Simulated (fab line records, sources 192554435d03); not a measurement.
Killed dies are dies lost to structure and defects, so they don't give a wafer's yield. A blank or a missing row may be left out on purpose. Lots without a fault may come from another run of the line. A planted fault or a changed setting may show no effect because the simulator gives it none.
Chamber matching | flow n5_finfet | N5_BEOL_M3_ILD_DEP_00 on pecvd-03: 3 sister chambers
The step deposits SiOC from DEMS/O2, target thk 79 nm, time 15.3 s. 6 wafers are shown with their chamber, then 7 later ones without.

WAFERS WITH THEIR CHAMBER
wafer  | chamber | heater_power_w (W) | showerhead_plenum_p_Torr (Torr)
L088.1 | 1       | 457                | 5.697
L088.3 | 2       | 506                | 5.720
L094.5 | 0       | 550                | 5.720
L094.6 | 1       | 413                | 5.709
L095.2 | 0       | 624                | 5.719
L095.3 | 2       | 502                | 5.733

WAFERS WITHOUT THEIR CHAMBER
wafer  | heater_power_w (W) | showerhead_plenum_p_Torr (Torr)
L095.4 | 429                | 5.706
L096.2 | 483                | 5.700
L096.4 | 583                | 5.717
L096.6 | 480                | 5.725
L097.3 | 437                | 5.705
L097.5 | 533                | 5.716
L097.6 | 521                | 5.718

WHICH CHAMBER EACH WENT THROUGH
wafer  | from the rows above          | in truth
L095.4 | 1                            | 1
L096.2 | 1                            | 1
L096.4 | 0                            | 0
L096.6 | 2                            | 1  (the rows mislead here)
L097.3 | 1                            | 1
L097.5 | can't be placed: 0 or 2 or 1 | 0
L097.6 | can't be placed: 2 or 0 or 1 | 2
Placed correctly: 4 of 7. Can't be placed from these rows: 2 (the true chamber is among the candidates in 2). Placed wrongly: 1.
How it was worked out, from the rows above alone: a wafer's distance from a chamber is the root of the sum, over the readings, of the square of ((its reading less the chamber's mean) divided by the reading's scatter). The wafer belongs to the nearest chamber; if the next one is less than 2 further off, it can't be placed. A chamber's mean is the mean of its shown wafers. The scatter: the root of (the sum of the squares of (reading less its chamber's mean) over the shown wafers, divided by (wafers less chambers)).
